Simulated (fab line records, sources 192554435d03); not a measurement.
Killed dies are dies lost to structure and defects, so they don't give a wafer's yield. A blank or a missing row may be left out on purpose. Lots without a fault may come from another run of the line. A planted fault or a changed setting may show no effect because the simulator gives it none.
Split-lot experiment | flow n5_finfet | 7 lots, 21 wafers read, on a route of 1938 steps

THE SPLIT
At N5_MOL_CONTACT_COAG_PECVD_31 (deposits SiO2 from TEOS/O2, target thk 46 nm, time 8.9 s), the setting temp_c was moved away from the recipe's 400 C on 6 of the 21 wafers read, by -3.4% to +3.2%. The other wafers ran this setting at the recipe's value.

FROM THE SPLIT TO THE READING: what the file shows between them, 4 steps
- N5_MOL_CONTACT_COAG_COAT_75: time 60 s, resist thk 60 nm
- N5_MOL_CONTACT_COAG_COAT_76: time 60 s, resist thk 10 nm
- N5_MOL_CONTACT_COAG_ETCHBACK_135: etches SiO2 in CHF3, target depth 25 nm, time 16.7 s
- N5_MOL_CONTACT_COAG_STRIP_118: strips in CHF3

THE READING
etch.depth_nm (the simulator's own value, which no gauge read), in nm, at N5_MOL_CONTACT_COAG_VIA_ETCH_46 (etches SiO2 in C4F6/O2, target depth 46 nm, overetch 9.2 nm, time 40 s). The file gives no usual value for it. The 15 wafers here that ran the recipe average 45.61 nm, standard deviation 0.7 nm.

wafer  | tool, chamber at the split | temp_c as run, C | against the recipe | etch.depth_nm, nm | against lot-mates on the recipe
L074.2 | pecvd-02, 0                | 400              | recipe             | 45.35             | -
L074.4 | pecvd-02, 0                | 400              | recipe             | 46.39             | -
L074.5 | pecvd-02, 2                | 400              | recipe             | 46.23             | -
L075.1 | pecvd-01, 1                | 400              | recipe             | 45.88             | -
L075.2 | pecvd-01, 0                | 400              | recipe             | 44.88             | -
L075.5 | pecvd-01, 2                | 400              | recipe             | 46.16             | -
L079.1 | pecvd-03, 0                | 400              | recipe             | 45.36             | -
L079.2 | pecvd-03, 1                | 387.1            | -3.2%              | 48.92             | +3.56
L079.4 | pecvd-03, 0                | 387.1            | -3.2%              | 49.23             | +3.87
L088.1 | pecvd-01, 2                | 400              | recipe             | 45.25             | -
L088.2 | pecvd-01, 0                | 386.2            | -3.4%              | 48.98             | +3.73
L088.6 | pecvd-01, 0                | 386.2            | -3.4%              | 49.9              | +4.65
L091.1 | pecvd-01, 0                | 400              | recipe             | 45.99             | -
L091.5 | pecvd-01, 1                | 413              | +3.2%              | 43.52             | -2.47
L091.6 | pecvd-01, 2                | 413              | +3.2%              | 42.75             | -3.24
L093.2 | pecvd-01, 1                | 400              | recipe             | 46.05             | -
L093.3 | pecvd-01, 2                | 400              | recipe             | 45.6              | -
L093.5 | pecvd-01, 0                | 400              | recipe             | 46.98             | -
L094.1 | pecvd-03, 0                | 400              | recipe             | 44.55             | -
L094.2 | pecvd-03, 1                | 400              | recipe             | 44.33             | -
L094.5 | pecvd-03, 2                | 400              | recipe             | 45.15             | -

THE FIT
A straight line over all 21 wafers: etch.depth_nm changes by -0.972 nm for each +1% of temp_c; r = -0.93; the points scatter about the line by 0.7 nm.
The same after taking each lot's own level away (the mean of its wafers on the recipe; 21 wafers): -1.07 nm for each +1%; r = -0.97; scatter 0.5 nm.
On that fit, the largest move of temp_c shifts the reading by 3.7 nm.
The lots' own levels span 44.677 to 46.210 nm, that is 2.2 times the standard deviation above.
So the lot-to-lot level changes the slope little: the two slopes agree.
Check: with one of the wafers moved furthest among these (-3.4%) left out of the fit, the line predicts +3.86 nm for it against its lot-mates. It came out at +3.73 nm against them.

OTHER SPLITS ON THESE WAFERS
These wafers also went through other splits before the reading. Each is held against what the fit with the lots' levels taken away leaves over:
other split on the same wafers        | wafers away from the commonest value | r with etch.depth_nm (lot level and that fit taken away)
N5_MOL_CONTACT_COAG_ETCH_106 source_w | 10                                   | -0.10
N5_MOL_CONTACT_COAG_ETCH_15 source_w  | 10                                   | +0.20
N5_MOL_CONTACT_COAG_ALD_27 time_s     | 8                                    | -0.06

THE WHOLE CHAIN: every reading that the file lists as answering this split, in the file's order
step                            | what it does                                                           | reading                                                                                   | change (the file's fit)              | r (the file's)
N5_MOL_CONTACT_COAG_PECVD_31    | deposits SiO2 from TEOS/O2, target thk 46 nm, time 8.9 s               | SiO2_of_MOL_CONTACT_COAG_PECVD_31.thk_nm (the simulator's own value, which no gauge read) | -1.09 nm for each +1% of the setting | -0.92
N5_MOL_CONTACT_COAG_VIA_ETCH_46 | etches SiO2 in C4F6/O2, target depth 46 nm, overetch 9.2 nm, time 40 s | etch.depth_nm (the simulator's own value, which no gauge read)                            | -1.09 nm for each +1% of the setting | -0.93

THE FILE'S OWN FIT
etch.depth_nm changes by -1.09 nm for each +1% of temp_c, r = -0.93.
